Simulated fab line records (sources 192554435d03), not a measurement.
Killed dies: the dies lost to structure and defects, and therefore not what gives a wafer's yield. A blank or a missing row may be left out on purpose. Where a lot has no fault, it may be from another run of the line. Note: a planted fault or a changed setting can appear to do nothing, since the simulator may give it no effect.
fab line records | flow n5Finfet | part 1 of 2: steps 1 to 3 of 6
record lots=24 | wafers=72 | lastDay=21
route steps=1938 shown BEOL_M10@1506 BEOL_M11@1536 BEOL_M12@1612
lots that met no fault: from a run of the same line without faults
startH: hours from the record's first day to the start of the lot's first wafer shown | waitH: hours from the lot's prior step to this one | " unchanged from the row above | L1.1+2: one row covering several wafers at once | - no value, or no start given | * or withheld: withheld | < > ~ a bound
route shown NAME@n: NAME is a module with steps in the file, n the number in the route of the first one | usual: the fault-free wafers' mean and standard deviation | same: alike in all rows | chamber/n: place in a boat | sites: each site's reading | _std_site: the values' standard deviation | _edge_site: outer sites' mean less inner sites' | radiusMm: how far each site lies from the wafer's centre | mask NAME#n: copy n | behind: the last tool/chamber to shape the wafer | hold: why the lot was held/for how many hours/how that ended | device: which transistor (n, p or np) failed to switch | end of line: the route-end tests of the same wafers | a step given without rows: its recipe and nothing more | killed: dies lost to structure and defects at the first sort, not the wafer's yield | map: dies across one wafer; x = killed, . = not, _ = none there
set.NAME: the setting the step ran with; set.NAME@STEP: the setting that earlier step ran with | model.NAME: the simulator's own value behind a step, which no gauge read
route steps across a sampled set of lots; one table per step, one row per wafer
services: a tool's chamber out of use, with start hour (startH, from the record's first day; less than 0 if before it), hours out, and reason
## steps
# step N5_BEOL_M10_ETCH_65
# recipe chemistry=CF4 | target=SiARC | targetDepthA=390 | maskMaterial=CAR-ArF | timeS=65 | ionEnergyEv=80 | pressureMtorr=40 | sourceW=545 | biasW=36 | Ar_flow_sccm=100 | cf4FlowSccm=100 | ends=cleared
# usual drypumpMotorCurrentA=5.6/0.55 | etchRfOnTimeS=65.9/2 | oesProductAu=0.67/0.07 | rfVppV=184.0/1.1 | showerheadPlenumPTorr=2.14/0.053 | throttleValvePct=15.45/0.18
lot.wafer | tool       | chamber | startH | waitH | drypumpMotorCurrentA | etchRfOnTimeS | oesProductAu | rfHoursCounterH | rfVppV | showerheadPlenumPTorr | throttleValvePct
L075.1    | rieDiel-04 | 2       | 283.73 | 0.0   | 4.9                  | 70.5          | 0.59         | 180             | 184.4  | 2.13                  | 15.28
L075.3    | "          | 3       | "      | "     | 6.6                  | 65.0          | 0.59         | 244             | 184.8  | 2.19                  | 15.55
L075.6    | "          | 0       | "      | "     | 5.7                  | 65.2          | 0.82         | -               | 183.6  | 2.12                  | 15.20
L074.3    | rieDiel-04 | 3       | 288.32 | 0.0   | 6.5                  | 65.2          | 0.59         | 245             | 184.0  | 2.19                  | 15.56
L074.4    | "          | 1       | "      | "     | 6.3                  | 64.3          | 0.71         | 72              | 184.2  | 2.16                  | 15.62
L074.6    | "          | 2       | "      | "     | 4.9                  | 70.0          | 0.60         | -               | 183.7  | 2.13                  | 15.30
L076.1    | rieDiel-01 | 2       | 298.54 | 0.0   | 5.2                  | 64.2          | 0.79         | 16              | 185.4  | 2.29                  | 15.15
L076.4    | "          | 3       | "      | "     | 5.7                  | 64.8          | 0.68         | 103             | 184.0  | 2.08                  | 15.36
L076.6    | "          | 2       | "      | "     | 5.2                  | 64.5          | 0.79         | -               | 184.9  | 2.29                  | 15.16
L077.3    | rieDiel-05 | 1       | 305.24 | 0.0   | 6.4                  | 67.9          | 0.68         | 73              | 183.6  | 2.10                  | 15.35
L077.5    | "          | 1       | "      | "     | 6.4                  | 67.1          | 0.68         | -               | 183.9  | 2.10                  | 15.34
L077.6    | "          | 0       | "      | "     | 5.3                  | 66.7          | 0.64         | -               | 184.9  | 2.15                  | 15.63
L080.2    | rieDiel-05 | 2       | 314.59 | 0.0   | 5.4                  | 63.5          | 0.63         | 182             | 184.1  | 2.14                  | 15.45
L080.3    | "          | 3       | "      | "     | 5.3                  | 65.4          | 0.73         | 61              | 183.3  | 2.10                  | 15.43
L080.5    | "          | 1       | "      | "     | 6.4                  | 66.6          | 0.68         | -               | 183.4  | 2.10                  | 15.35
L081.1    | rieDiel-04 | 0       | 322.00 | 0.0   | 5.8                  | 64.5          | 0.78         | 21              | 185.1  | 2.11                  | 15.24
L081.2    | "          | 2       | "      | "     | 4.9                  | 70.5          | 0.58         | 196             | 182.6  | 2.12                  | 15.34
L081.5    | "          | 2       | "      | "     | 4.9                  | 69.7          | 0.59         | -               | 183.8  | 2.12                  | 15.32
L079.2    | rieDiel-04 | 1       | 328.49 | 0.0   | 6.4                  | 65.5          | 0.69         | 88              | 184.3  | 2.16                  | 15.66
L079.3    | "          | 0       | "      | "     | 5.7                  | 66.0          | 0.77         | 23              | 184.0  | 2.11                  | 15.25
L079.4    | "          | 3       | "      | "     | 6.5                  | 63.1          | 0.83         | 1               | 183.1  | 2.18                  | 15.13
L082.2    | rieDiel-01 | 1       | 331.92 | 0.0   | 5.1                  | 66.5          | 0.60         | 218             | 185.5  | 2.19                  | 15.61
L082.5    | "          | 0       | "      | "     | 5.5                  | 66.1          | 0.58         | -               | 184.2  | 2.12                  | 15.81
L082.6    | "          | 3       | "      | "     | 5.7                  | 64.7          | 0.68         | -               | 182.9  | 2.07                  | 15.35
L083.2    | rieDiel-04 | 2       | 334.71 | 0.0   | 4.9                  | 69.2          | 0.59         | 202             | 183.6  | 2.12                  | 15.33
L083.3    | "          | 3       | "      | "     | 6.5                  | 62.7          | 0.81         | 5               | 184.4  | 2.18                  | 15.14
L083.4    | "          | 0       | "      | "     | 5.8                  | 65.4          | 0.77         | 25              | 183.7  | 2.11                  | 15.24
L078.2    | rieDiel-01 | 1       | 334.90 | 0.0   | 5.1                  | 66.3          | 0.59         | 220             | 185.3  | 2.19                  | 15.61
L078.4    | "          | 0       | "      | "     | 5.5                  | 65.9          | 0.58         | 246             | 183.4  | 2.12                  | 15.82
L078.6    | "          | 3       | "      | "     | 5.7                  | 65.0          | 0.67         | -               | 186.0  | 2.07                  | 15.38
L085.1    | rieDiel-05 | 2       | 349.72 | 0.0   | 5.4                  | 63.9          | 0.62         | 195             | 184.1  | 2.14                  | 15.46
L085.2    | "          | 1       | "      | "     | 6.4                  | 67.6          | 0.66         | 91              | 183.3  | 2.09                  | 15.37
L085.3    | "          | 0       | "      | "     | 5.3                  | 67.2          | 0.62         | 157             | 185.0  | 2.15                  | 15.65
L086.3    | rieDiel-01 | 1       | 352.21 | 0.0   | 5.1                  | 66.0          | 0.58         | 227             | 185.8  | 2.19                  | 15.62
L086.4    | "          | 3       | "      | "     | 5.6                  | 64.7          | 0.67         | -               | 183.9  | 2.07                  | 15.36
L086.5    | "          | 1       | "      | "     | 5.1                  | 66.7          | 0.59         | -               | 184.9  | 2.19                  | 15.61
L084.2    | rieDiel-01 | 1       | 363.16 | 0.0   | 5.1                  | 65.7          | 0.59         | 232             | 183.3  | 2.19                  | 15.63
L084.4    | "          | 3       | "      | "     | 5.7                  | 64.1          | 0.67         | -               | 183.5  | 2.07                  | 15.39
L084.5    | "          | 1       | "      | "     | 5.1                  | 66.1          | 0.59         | -               | 184.1  | 2.19                  | 15.65
L088.3    | rieDiel-01 | 2       | 368.24 | 0.0   | 5.2                  | 63.9          | 0.74         | 44              | 185.4  | 2.28                  | 15.21
L088.5    | "          | 2       | "      | "     | 5.2                  | 63.8          | 0.74         | -               | 187.3  | 2.28                  | 15.23
L088.6    | "          | 3       | "      | "     | 5.6                  | 65.6          | 0.66         | -               | 183.5  | 2.07                  | 15.39
L089.2    | rieDiel-04 | 1       | 368.53 | 0.0   | 6.3                  | 64.8          | 0.68         | 103             | 184.3  | 2.15                  | 15.68
L089.4    | "          | 1       | "      | "     | 6.4                  | 65.0          | 0.69         | -               | 184.5  | 2.15                  | 15.70
L089.6    | "          | 0       | "      | "     | 5.8                  | 64.5          | 0.75         | -               | 182.9  | 2.11                  | 15.27
L087.2    | rieDiel-04 | 2       | 378.10 | 0.0   | 4.9                  | 69.8          | 0.57         | 213             | 183.3  | 2.12                  | 15.35
L087.3    | "          | 3       | "      | "     | 6.6                  | 63.4          | 0.77         | 21              | 184.6  | 2.18                  | 15.16
L087.5    | "          | 2       | "      | "     | 4.9                  | 69.5          | 0.58         | -               | 182.0  | 2.12                  | 15.36
L091.1    | rieDiel-05 | 0       | 378.41 | 0.0   | 5.3                  | 66.9          | 0.62         | 165             | 184.5  | 2.15                  | 15.66
L091.2    | "          | 3       | "      | "     | 5.3                  | 66.8          | 0.71         | 81              | 183.9  | 2.09                  | 15.47
L091.4    | "          | 1       | "      | "     | 6.4                  | 67.8          | 0.66         | 100             | 184.3  | 2.09                  | 15.38
L090.2    | rieDiel-05 | 2       | 399.09 | 0.0   | 5.4                  | 63.1          | 0.62         | 211             | 182.7  | 2.13                  | 15.47
L090.4    | "          | 3       | "      | "     | 5.2                  | 67.3          | 0.70         | 89              | 182.1  | 2.09                  | 15.49
L090.5    | "          | 1       | "      | "     | 6.4                  | 67.1          | 0.65         | -               | 181.2  | 2.09                  | 15.40
L093.1    | rieDiel-05 | 1       | 404.45 | 0.0   | 6.4                  | 67.7          | 0.66         | 109             | 183.9  | 2.09                  | 15.41
L093.5    | "          | 0       | "      | "     | 5.2                  | 67.1          | 0.61         | -               | 183.3  | 2.14                  | 15.69
L093.6    | "          | 3       | "      | "     | 5.2                  | 67.8          | 0.70         | -               | 183.1  | 2.09                  | 15.49
L094.2    | rieDiel-05 | 1       | 407.34 | 0.0   | 6.4                  | 67.6          | 0.65         | 110             | 182.9  | 2.09                  | 15.39
L094.3    | "          | 2       | "      | "     | 5.4                  | 63.3          | 0.61         | 213             | 184.2  | 2.13                  | 15.48
L094.4    | "          | 3       | "      | "     | 5.2                  | 67.7          | 0.70         | 91              | 183.1  | 2.09                  | 15.51
L092.1    | rieDiel-05 | 2       | 412.84 | 0.0   | 5.4                  | 64.0          | 0.61         | 215             | 182.4  | 2.13                  | 15.47
L092.4    | "          | 3       | "      | "     | 5.3                  | 67.4          | 0.70         | 92              | 182.1  | 2.09                  | 15.50
L092.6    | "          | 3       | "      | "     | 5.2                  | 67.4          | 0.69         | -               | 184.3  | 2.09                  | 15.50
L097.1    | rieDiel-04 | 1       | 425.98 | 0.0   | 6.4                  | 64.1          | 0.66         | 122             | 183.3  | 2.15                  | 15.73
L097.2    | "          | 3       | "      | "     | 6.5                  | 63.1          | 0.75         | 38              | 186.1  | 2.17                  | 15.21
L097.4    | "          | 0       | "      | "     | 5.7                  | 63.8          | 0.73         | 58              | 184.0  | 2.10                  | 15.29
L096.2    | rieDiel-04 | 2       | 426.65 | 0.0   | 4.9                  | 69.1          | 0.58         | 229             | 183.8  | 2.11                  | 15.40
L096.3    | "          | 1       | "      | "     | 6.3                  | 64.2          | 0.67         | 122             | 185.6  | 2.15                  | 15.72
L096.4    | "          | 3       | "      | "     | 6.6                  | 62.7          | 0.75         | 38              | 184.4  | 2.17                  | 15.20
L095.2    | rieDiel-05 | 3       | 457.27 | 0.0   | 5.3                  | 67.7          | 0.68         | 110             | 183.2  | 2.08                  | 15.53
L095.3    | "          | 2       | "      | "     | 5.4                  | 63.7          | 0.60         | 232             | 184.6  | 2.13                  | 15.51
L095.5    | "          | 3       | "      | "     | 5.2                  | 67.8          | 0.68         | -               | 181.9  | 2.08                  | 15.54
# step N5_BEOL_M10_ETCH_66
# recipe chemistry=N2/H2 | target=SOC | targetDepthA=1200 | overetchA=240 | maskMaterial=SiARC | tempC=40 | timeS=180 | ionEnergyEv=200 | pressureMtorr=30 | sourceW=840 | biasW=150 | n2FlowSccm=200 | h2FlowSccm=200
# usual drypumpMotorCurrentA=5.6/0.54 | oesProductAu=0.64/0.06 | rfVppV=523.6/2 | showerheadPlenumPTorr=2.54/0.073 | throttleValvePct=17.61/0.27
lot.wafer | tool       | chamber | startH | waitH | drypumpMotorCurrentA | oesProductAu | rfHoursCounterH | rfVppV | showerheadPlenumPTorr | throttleValvePct
L075.1    | rieDiel-04 | 2       | 283.78 | 0.0   | 4.9                  | 0.58         | 180             | 523.9  | 2.54                  | 17.52
L075.3    | "          | 3       | "      | "     | 6.5                  | 0.56         | 244             | 526.0  | 2.60                  | 17.62
L075.6    | "          | 0       | "      | "     | 5.8                  | 0.78         | -               | 523.1  | 2.47                  | 17.18
L074.3    | rieDiel-04 | 3       | 288.37 | 0.0   | 6.5                  | 0.56         | 245             | 526.5  | 2.59                  | 17.63
L074.4    | "          | 1       | "      | "     | 6.4                  | 0.67         | 72              | 524.4  | 2.59                  | 17.98
L074.6    | "          | 2       | "      | "     | 4.9                  | 0.59         | -               | 522.8  | 2.54                  | 17.51
L076.1    | rieDiel-01 | 2       | 298.59 | 0.0   | 5.2                  | 0.74         | 16              | 528.2  | 2.70                  | 17.22
L076.4    | "          | 3       | "      | "     | 5.6                  | 0.65         | 103             | 521.8  | 2.48                  | 17.54
L076.6    | "          | 2       | "      | "     | 5.2                  | 0.74         | -               | 526.9  | 2.70                  | 17.22
L077.3    | rieDiel-05 | 1       | 305.29 | 0.0   | 6.4                  | 0.67         | 73              | 521.0  | 2.47                  | 17.49
L077.5    | "          | 1       | "      | "     | 6.4                  | 0.66         | -               | 521.1  | 2.47                  | 17.49
L077.6    | "          | 0       | "      | "     | 5.3                  | 0.62         | -               | 524.1  | 2.54                  | 17.64
L080.2    | rieDiel-05 | 2       | 314.64 | 0.0   | 5.4                  | 0.60         | 182             | 524.2  | 2.52                  | 17.50
L080.3    | "          | 3       | "      | "     | 5.2                  | 0.70         | 61              | 522.3  | 2.47                  | 17.65
L080.5    | "          | 1       | "      | "     | 6.4                  | 0.66         | -               | 522.5  | 2.47                  | 17.51
L081.1    | rieDiel-04 | 0       | 322.05 | 0.0   | 5.8                  | 0.74         | 21              | 524.1  | 2.46                  | 17.18
L081.2    | "          | 2       | "      | "     | 4.9                  | 0.57         | 196             | 523.2  | 2.53                  | 17.54
L081.5    | "          | 2       | "      | "     | 4.9                  | 0.58         | -               | 522.5  | 2.53                  | 17.54
L079.2    | rieDiel-04 | 1       | 328.54 | 0.0   | 6.3                  | 0.65         | 88              | 523.6  | 2.59                  | 18.00
L079.3    | "          | 0       | "      | "     | 5.8                  | 0.74         | 23              | 523.0  | 2.46                  | 17.19
L079.4    | "          | 3       | "      | "     | 6.5                  | 0.78         | 1               | 525.0  | 2.59                  | 17.33
L082.2    | rieDiel-01 | 1       | 331.97 | 0.0   | 5.1                  | 0.57         | 218             | 525.8  | 2.67                  | 18.15
L082.5    | "          | 0       | "      | "     | 5.5                  | 0.55         | -               | 522.9  | 2.51                  | 17.95
L082.6    | "          | 3       | "      | "     | 5.7                  | 0.64         | -               | 521.6  | 2.47                  | 17.56
L083.2    | rieDiel-04 | 2       | 334.76 | 0.0   | 4.9                  | 0.58         | 202             | 522.3  | 2.53                  | 17.55
L083.3    | "          | 3       | "      | "     | 6.6                  | 0.76         | 5               | 526.3  | 2.59                  | 17.33
L083.4    | "          | 0       | "      | "     | 5.8                  | 0.73         | 25              | 521.9  | 2.46                  | 17.23
L078.2    | rieDiel-01 | 1       | 334.95 | 0.0   | 5.1                  | 0.57         | 220             | 526.1  | 2.67                  | 18.15
L078.4    | "          | 0       | "      | "     | 5.5                  | 0.55         | 247             | 522.6  | 2.51                  | 17.96
L078.6    | "          | 3       | "      | "     | 5.6                  | 0.63         | -               | 521.6  | 2.47                  | 17.56
L085.1    | rieDiel-05 | 2       | 349.77 | 0.0   | 5.4                  | 0.59         | 195             | 523.6  | 2.51                  | 17.50
L085.2    | "          | 1       | "      | "     | 6.4                  | 0.65         | 91              | 519.9  | 2.47                  | 17.52
L085.3    | "          | 0       | "      | "     | 5.3                  | 0.60         | 157             | 524.3  | 2.53                  | 17.66
L086.3    | rieDiel-01 | 1       | 352.26 | 0.0   | 5.1                  | 0.57         | 227             | 525.4  | 2.66                  | 18.16
L086.4    | "          | 3       | "      | "     | 5.7                  | 0.64         | -               | 521.5  | 2.47                  | 17.60
L086.5    | "          | 1       | "      | "     | 5.1                  | 0.57         | -               | 525.9  | 2.66                  | 18.13
L084.2    | rieDiel-01 | 1       | 363.21 | 0.0   | 5.0                  | 0.56         | 232             | 525.4  | 2.66                  | 18.18
L084.4    | "          | 3       | "      | "     | 5.6                  | 0.63         | -               | 521.5  | 2.47                  | 17.58
L084.5    | "          | 1       | "      | "     | 5.0                  | 0.56         | -               | 526.6  | 2.66                  | 18.17
L088.3    | rieDiel-01 | 2       | 368.29 | 0.0   | 5.3                  | 0.69         | 44              | 528.9  | 2.69                  | 17.26
L088.5    | "          | 2       | "      | "     | 5.3                  | 0.69         | -               | 527.7  | 2.69                  | 17.25
L088.6    | "          | 3       | "      | "     | 5.7                  | 0.62         | -               | 520.3  | 2.46                  | 17.60
L089.2    | rieDiel-04 | 1       | 368.58 | 0.0   | 6.4                  | 0.64         | 103             | 525.8  | 2.58                  | 18.03
L089.4    | "          | 1       | "      | "     | 6.4                  | 0.65         | -               | 525.6  | 2.58                  | 18.04
L089.6    | "          | 0       | "      | "     | 5.8                  | 0.71         | -               | 522.7  | 2.46                  | 17.21
L087.2    | rieDiel-04 | 2       | 378.15 | 0.0   | 4.9                  | 0.56         | 213             | 522.8  | 2.52                  | 17.57
L087.3    | "          | 3       | "      | "     | 6.5                  | 0.72         | 21              | 524.0  | 2.58                  | 17.38
L087.5    | "          | 2       | "      | "     | 4.9                  | 0.57         | -               | 524.2  | 2.52                  | 17.58
L091.1    | rieDiel-05 | 0       | 378.46 | 0.0   | 5.2                  | 0.60         | 165             | 523.8  | 2.53                  | 17.67
L091.2    | "          | 3       | "      | "     | 5.3                  | 0.68         | 81              | 522.6  | 2.46                  | 17.69
L091.4    | "          | 1       | "      | "     | 6.4                  | 0.64         | 100             | 522.3  | 2.46                  | 17.53
L090.2    | rieDiel-05 | 2       | 399.14 | 0.0   | 5.4                  | 0.58         | 211             | 522.7  | 2.51                  | 17.54
L090.4    | "          | 3       | "      | "     | 5.3                  | 0.68         | 89              | 522.3  | 2.46                  | 17.68
L090.5    | "          | 1       | "      | "     | 6.4                  | 0.64         | -               | 520.7  | 2.46                  | 17.55
L093.1    | rieDiel-05 | 1       | 404.50 | 0.0   | 6.4                  | 0.63         | 109             | 521.7  | 2.46                  | 17.55
L093.5    | "          | 0       | "      | "     | 5.2                  | 0.59         | -               | 523.3  | 2.53                  | 17.70
L093.6    | "          | 3       | "      | "     | 5.3                  | 0.67         | -               | 521.7  | 2.46                  | 17.69
L094.2    | rieDiel-05 | 1       | 407.39 | 0.0   | 6.4                  | 0.63         | 110             | 521.0  | 2.46                  | 17.55
L094.3    | "          | 2       | "      | "     | 5.4                  | 0.57         | 213             | 523.6  | 2.50                  | 17.54
L094.4    | "          | 3       | "      | "     | 5.3                  | 0.68         | 91              | 521.0  | 2.46                  | 17.71
L092.1    | rieDiel-05 | 2       | 412.89 | 0.0   | 5.4                  | 0.57         | 215             | 523.6  | 2.50                  | 17.55
L092.4    | "          | 3       | "      | "     | 5.2                  | 0.66         | 92              | 522.3  | 2.46                  | 17.71
L092.6    | "          | 3       | "      | "     | 5.3                  | 0.67         | -               | 520.6  | 2.46                  | 17.71
L097.1    | rieDiel-04 | 1       | 426.03 | 0.0   | 6.3                  | 0.63         | 122             | 524.9  | 2.57                  | 18.05
L097.2    | "          | 3       | "      | "     | 6.6                  | 0.69         | 38              | 525.7  | 2.58                  | 17.40
L097.4    | "          | 0       | "      | "     | 5.8                  | 0.69         | 58              | 521.6  | 2.45                  | 17.26
L096.2    | rieDiel-04 | 2       | 426.70 | 0.0   | 4.9                  | 0.56         | 229             | 523.1  | 2.52                  | 17.59
L096.3    | "          | 1       | "      | "     | 6.4                  | 0.62         | 122             | 523.1  | 2.57                  | 18.09
L096.4    | "          | 3       | "      | "     | 6.5                  | 0.69         | 38              | 526.3  | 2.58                  | 17.40
L095.2    | rieDiel-05 | 3       | 457.32 | 0.0   | 5.3                  | 0.65         | 110             | 522.5  | 2.45                  | 17.74
L095.3    | "          | 2       | "      | "     | 5.4                  | 0.56         | 232             | 521.6  | 2.50                  | 17.55
L095.5    | "          | 3       | "      | "     | 5.3                  | 0.66         | -               | 521.3  | 2.45                  | 17.74
# step N5_BEOL_M10_TRENCH_ETCH_37
# recipe chemistry=C4F6/O2 | targetDepthA=1488.3 | target=SiCOH_lowk | timeS=48 | ionEnergyEv=250 | pressureMtorr=30 | sourceW=345 | biasW=185 | Ar_flow_sccm=300 | C4F6_flow_sccm=10 | O2_flow_sccm=10
# usual drypumpMotorCurrentA=5.6/0.55 | oesProductAu=0.79/0.081 | rfVppV=670/20 | showerheadPlenumPTorr=2.85/0.076 | throttleValvePct=20.77/0.18
lot.wafer | tool       | chamber | startH | waitH | drypumpMotorCurrentA | oesProductAu | rfHoursCounterH | rfVppV | showerheadPlenumPTorr | throttleValvePct
L075.1    | rieDiel-04 | 2       | -      | -     | 4.9                  | 0.71         | 180             | 690    | 2.85                  | 20.65
L075.3    | "          | 3       | "      | "     | 6.6                  | 0.69         | 244             | 631    | 2.89                  | 20.64
L075.6    | "          | 0       | "      | "     | 5.7                  | 0.97         | -               | 672    | 2.83                  | 20.68
L074.3    | rieDiel-04 | 3       | -      | -     | 6.5                  | 0.69         | 246             | 632    | 2.89                  | 20.65
L074.4    | "          | 1       | "      | "     | 6.3                  | 0.83         | 72              | 692    | 2.89                  | 21.09
L074.6    | "          | 2       | "      | "     | 4.9                  | 0.71         | -               | 691    | 2.85                  | 20.64
L076.1    | rieDiel-01 | 2       | -      | -     | 5.2                  | 0.92         | 16              | 676    | 3.05                  | 20.61
L076.4    | "          | 3       | "      | "     | 5.6                  | 0.80         | 103             | 640    | 2.75                  | 20.52
L076.6    | "          | 2       | "      | "     | 5.2                  | 0.92         | -               | 676    | 3.05                  | 20.61
L077.3    | rieDiel-05 | 1       | -      | -     | 6.4                  | 0.81         | 73              | 642    | 2.79                  | 20.69
L077.5    | "          | 1       | "      | "     | 6.4                  | 0.81         | -               | 643    | 2.79                  | 20.68
L077.6    | "          | 0       | "      | "     | 5.3                  | 0.75         | -               | 668    | 2.85                  | 20.82
L080.2    | rieDiel-05 | 2       | -      | -     | 5.3                  | 0.72         | 183             | 678    | 2.86                  | 20.81
L080.3    | "          | 3       | "      | "     | 5.3                  | 0.86         | 61              | 687    | 2.78                  | 20.71
L080.5    | "          | 1       | "      | "     | 6.4                  | 0.80         | -               | 642    | 2.79                  | 20.68
L081.1    | rieDiel-04 | 0       | -      | -     | 5.7                  | 0.92         | 21              | 672    | 2.83                  | 20.71
L081.2    | "          | 2       | "      | "     | 4.9                  | 0.69         | 196             | 690    | 2.84                  | 20.67
L081.5    | "          | 2       | "      | "     | 4.9                  | 0.69         | -               | 688    | 2.84                  | 20.67
L079.2    | rieDiel-04 | 1       | -      | -     | 6.3                  | 0.82         | 88              | 693    | 2.88                  | 21.09
L079.3    | "          | 0       | "      | "     | 5.7                  | 0.90         | 23              | 672    | 2.83                  | 20.70
L079.4    | "          | 3       | "      | "     | 6.5                  | 0.97         | 1               | 632    | 2.89                  | 20.41
L082.2    | rieDiel-01 | 1       | -      | -     | 5.1                  | 0.70         | 218             | 675    | 2.94                  | 20.97
L082.5    | "          | 0       | "      | "     | 5.5                  | 0.68         | -               | 683    | 2.82                  | 21.15
L082.6    | "          | 3       | "      | "     | 5.6                  | 0.78         | -               | 639    | 2.74                  | 20.55
L083.2    | rieDiel-04 | 2       | -      | -     | 4.9                  | 0.69         | 202             | 690    | 2.84                  | 20.68
L083.3    | "          | 3       | "      | "     | 6.5                  | 0.94         | 5               | 630    | 2.89                  | 20.41
L083.4    | "          | 0       | "      | "     | 5.8                  | 0.90         | 25              | 671    | 2.83                  | 20.70
L078.2    | rieDiel-01 | 1       | -      | -     | 5.1                  | 0.69         | 220             | 675    | 2.94                  | 20.96
L078.4    | "          | 0       | "      | "     | 5.5                  | 0.67         | 247             | 682    | 2.82                  | 21.15
L078.6    | "          | 3       | "      | "     | 5.6                  | 0.78         | -               | 638    | 2.74                  | 20.54
L085.1    | rieDiel-05 | 2       | -      | -     | 5.4                  | 0.72         | 195             | 676    | 2.86                  | 20.83
L085.2    | "          | 1       | "      | "     | 6.4                  | 0.78         | 91              | 643    | 2.78                  | 20.71
L085.3    | "          | 0       | "      | "     | 5.2                  | 0.73         | 157             | 670    | 2.84                  | 20.86
L086.3    | rieDiel-01 | 1       | -      | -     | 5.1                  | 0.69         | 227             | 675    | 2.94                  | 20.98
L086.4    | "          | 3       | "      | "     | 5.7                  | 0.78         | -               | 639    | 2.74                  | 20.56
L086.5    | "          | 1       | "      | "     | 5.1                  | 0.69         | -               | 676    | 2.94                  | 20.99
L084.2    | rieDiel-01 | 1       | -      | -     | 5.0                  | 0.69         | 232             | 673    | 2.93                  | 21.00
L084.4    | "          | 3       | "      | "     | 5.7                  | 0.77         | -               | 638    | 2.74                  | 20.57
L084.5    | "          | 1       | "      | "     | 5.0                  | 0.69         | -               | 675    | 2.93                  | 20.99
L088.3    | rieDiel-01 | 2       | -      | -     | 5.3                  | 0.87         | 44              | 677    | 3.04                  | 20.65
L088.5    | "          | 2       | "      | "     | 5.3                  | 0.87         | -               | 675    | 3.04                  | 20.65
L088.6    | "          | 3       | "      | "     | 5.6                  | 0.76         | -               | 638    | 2.74                  | 20.56
L089.2    | rieDiel-04 | 1       | -      | -     | 6.4                  | 0.80         | 103             | 692    | 2.88                  | 21.12
L089.4    | "          | 1       | "      | "     | 6.5                  | 0.80         | -               | 693    | 2.88                  | 21.11
L089.6    | "          | 0       | "      | "     | 5.7                  | 0.89         | -               | 667    | 2.82                  | 20.71
L087.2    | rieDiel-04 | 2       | -      | -     | 4.9                  | 0.69         | 213             | 689    | 2.83                  | 20.69
L087.3    | "          | 3       | "      | "     | 6.6                  | 0.90         | 21              | 630    | 2.88                  | 20.44
L087.5    | "          | 2       | "      | "     | 4.9                  | 0.68         | -               | 690    | 2.83                  | 20.69
L091.1    | rieDiel-05 | 0       | -      | -     | 5.3                  | 0.72         | 165             | 667    | 2.84                  | 20.88
L091.2    | "          | 3       | "      | "     | 5.2                  | 0.83         | 81              | 687    | 2.77                  | 20.74
L091.4    | "          | 1       | "      | "     | 6.4                  | 0.77         | 100             | 641    | 2.78                  | 20.71
L090.2    | rieDiel-05 | 2       | -      | -     | 5.4                  | 0.71         | 211             | 678    | 2.85                  | 20.84
L090.4    | "          | 3       | "      | "     | 5.3                  | 0.82         | 89              | 686    | 2.76                  | 20.75
L090.5    | "          | 1       | "      | "     | 6.4                  | 0.77         | -               | 641    | 2.77                  | 20.74
L093.1    | rieDiel-05 | 1       | -      | -     | 6.4                  | 0.77         | 109             | 641    | 2.77                  | 20.73
L093.5    | "          | 0       | "      | "     | 5.3                  | 0.72         | -               | 668    | 2.83                  | 20.87
L093.6    | "          | 3       | "      | "     | 5.3                  | 0.82         | -               | 687    | 2.76                  | 20.76
L094.2    | rieDiel-05 | 1       | -      | -     | 6.4                  | 0.76         | 110             | 642    | 2.77                  | 20.73
L094.3    | "          | 2       | "      | "     | 5.4                  | 0.72         | 213             | 676    | 2.85                  | 20.83
L094.4    | "          | 3       | "      | "     | 5.3                  | 0.82         | 91              | 689    | 2.76                  | 20.76
L092.1    | rieDiel-05 | 2       | -      | -     | 5.4                  | 0.71         | 215             | 677    | 2.85                  | 20.84
L092.4    | "          | 3       | "      | "     | 5.3                  | 0.81         | 92              | 686    | 2.76                  | 20.78
L092.6    | "          | 3       | "      | "     | 5.2                  | 0.82         | -               | 687    | 2.76                  | 20.75
L097.1    | rieDiel-04 | 1       | -      | -     | 6.4                  | 0.78         | 122             | 692    | 2.87                  | 21.14
L097.2    | "          | 3       | "      | "     | 6.6                  | 0.86         | 38              | 631    | 2.87                  | 20.46
L097.4    | "          | 0       | "      | "     | 5.8                  | 0.85         | 58              | 671    | 2.81                  | 20.75
L096.2    | rieDiel-04 | 2       | -      | -     | 4.9                  | 0.67         | 229             | 688    | 2.82                  | 20.71
L096.3    | "          | 1       | "      | "     | 6.4                  | 0.79         | 122             | 692    | 2.87                  | 21.15
L096.4    | "          | 3       | "      | "     | 6.5                  | 0.87         | 38              | 631    | 2.87                  | 20.46
L095.2    | rieDiel-05 | 3       | -      | -     | 5.3                  | 0.80         | 110             | 687    | 2.75                  | 20.79
L095.3    | "          | 2       | "      | "     | 5.4                  | 0.70         | 232             | 675    | 2.84                  | 20.85
L095.5    | "          | 3       | "      | "     | 5.2                  | 0.80         | -               | 686    | 2.75                  | 20.80
